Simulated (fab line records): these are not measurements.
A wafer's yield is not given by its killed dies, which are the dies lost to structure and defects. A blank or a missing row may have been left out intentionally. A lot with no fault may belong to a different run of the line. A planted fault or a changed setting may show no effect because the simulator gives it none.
Comparing a struck lot with a sound one + flow n5-finfet + 39 steps out of a route of 1938
Sound: these wafers, L228.2, L228.3, L228.5. Struck: wafers L233.1, L233.2, L233.3. At the end, the cause is stated.
Order at every step that has rows: each side's tool, ch and its chambers, its first start. Under that, the readings that differ: sound wafers + struck wafers + difference of the means + sigmas: that difference in standard deviations of wafers without a fault.
alike: a reading whose means differ by less than 2 such deviations, as well as words and numbers matching on both sides. not compared: withheld readings; readings where some wafer has no value; bounds like >300 that might hide an equal value; numbers whose values overlap and for which the record gives no deviation.
The two part at a step that has a row with sigmas, a row that says differs or no value, or rows on one side only. Non-overlapping numbers with no deviation appear without sigmas and do not part them. Lack of a reading on every wafer of one side parts them only where that side has two or more wafers.

first, 9 steps without rows for these wafers: N5_SDB_CMP_30 (polishes, stops on poly-Si, t overpolish 1.54 s, target thk 30 nm); N5_DUMMY_REMOVAL_HM_STRIP_01 (strips SiNx in CH3F/O2, stops on poly-Si, target depth 4 nm, time 6.8 s); N5_DUMMY_REMOVAL_STRIP_10 (strips in N2/H2, time 40 s); N5_DUMMY_REMOVAL_PRECLEAN_07 (cleans in dHF, time 30 s); N5_DUMMY_REMOVAL_DUMMY_REMOVE_02 (chemistry TMAH, target poly-Si, stops on SiO2, target depth 142 nm, time 57 s, rinse time 30 s); N5_DUMMY_REMOVAL_PRECLEAN_08 (cleans in NF3:NH3, afs cycles 2, time 20 s, sublimation time 60 s); N5_DUMMY_REMOVAL_PRECLEAN_04 (cleans in DHF, time 37 s); N5_DUMMY_REMOVAL_SRD_05 (time 30 s); N5_HKMG_FIN_IL_REGROW_00 (material SiO2, chemistry O3, target thk 0.75 nm, time 30 s).
N5_HKMG_FIN_HK_ALD_01: deposits HfO2, target thk 1.6 nm, pulse time 3 s, purge time 3 s.
  sound on ald-hk-01 ch 0,1,3, day 4 17:18; struck on ald-hk-01 ch 0,2,3, day 6 03:18
  no value came back on the struck wafers for ald-cycles, co-reactant-pulse-time-s (s), precursor-pulse-height-rel; on the sound wafers ald-cycles reads 30 30 30
then, 26 steps without rows for these wafers: N5_HKMG_FIN_HK_ANNEAL_02 (time 30 s); N5_HKMG_FIN_ALD_74 (deposits La2O3, target thk 0.5 nm, pulse time 6 s, co reactant pulse time 1 s); N5_HKMG_FIN_ALD_75 (deposits Al2O3, target thk 1 nm, co reactant pulse time 1 s); N5_HKMG_FIN_COAT_41 (time 60 s, resist thk 300 nm); N5_HKMG_FIN_COAT_42 (time 60 s, resist thk 35 nm); N5_HKMG_FIN_COAT_43 (resist thk 90 nm); N5_HKMG_FIN_EBR_45; N5_HKMG_FIN_SOFTBAKE_44 (time 60 s); N5_HKMG_FIN_EXPOSE_46 (exposes mask NDIPOLE); N5_HKMG_FIN_PEB_47 (peb time 60 s); N5_HKMG_FIN_DEVELOP_48 (develop time 30 s); N5_HKMG_FIN_DESCUM_53 (chemistry O2, time 7.9 s); N5_HKMG_FIN_ETCH_54 (etches SiARC in CF4, target depth 45.5 nm, time 75.8 s); N5_HKMG_FIN_ETCH_55 (etches SOC in N2/H2, target depth 240 nm, time 300 s); N5_HKMG_FIN_STRIP_56 (strips in N2/H2); N5_HKMG_FIN_STRIP_57 (strips in CF4); N5_HKMG_FIN_ETCH_58 (etches SOC in N2/H2, target depth 215.8 nm, time 741 s); N5_HKMG_FIN_STRIP_93 (strips SOC in N2/H2, time 20 s); N5_HKMG_FIN_WET_ETCH_76 (etches Al2O3 in dNH4OH, stops on La2O3, target depth 2.25 nm, rinse time 30 s); N5_HKMG_FIN_STRIP_60 (strips in N2/H2, time 360 s); N5_HKMG_FIN_WET_ETCH_77 (etches La2O3 in dHCl, stops on HfO2, target depth 2 nm); N5_HKMG_FIN_WET_ETCH_78 (etches Al2O3 in dNH4OH, stops on La2O3, target depth 4.5 nm, rinse time 30 s); N5_HKMG_FIN_ALD_79 (deposits TiN, target thk 1.5 nm, pulse time 1 s, purge time 3 s); N5_HKMG_FIN_CVD_62 (deposits a-Si from Si2H6, target thk 3 nm, time 20.8 s); N5_HKMG_FIN_RTA_80 (time 2 s); N5_HKMG_FIN_PRECLEAN_64 (cleans in dHF, time 30 s).
N5_HKMG_FIN_THK_MEAS_70: measures by xrf.
  sound: film-metro-02 at day 4 20:55; struck: film-metro-02 at day 6 07:08
| reading     | sound             | struck               | difference | sigmas |
|-------------|-------------------|----------------------|------------|--------|
| HK_THK (nm) | 1.609 1.575 1.534 | <0.002 <0.002 <0.002 | differs    |        |
N5_BEOL_M4_RC_MEAS_101:
  the record has rows for the sound wafers here (prober-02 ch 0, day 8 15:35) and none for the struck ones
-- a jump in the record: the struck wafers' starts before and after are 8 days apart (it breaks off in module BEOL_M4 and resumes in module PASSIVATION, where the first step shown is number 1936 of the route) --
N5_PASSIVATION_PROBE_49:
  rows exist in the record for the struck wafers here (prober-02, day 14 02:22), but not for the sound ones

## WHERE THEY PART
First at N5_HKMG_FIN_HK_ALD_01; last, within this record, at N5_PASSIVATION_PROBE_49.

WHY: the cause the simulator had injected
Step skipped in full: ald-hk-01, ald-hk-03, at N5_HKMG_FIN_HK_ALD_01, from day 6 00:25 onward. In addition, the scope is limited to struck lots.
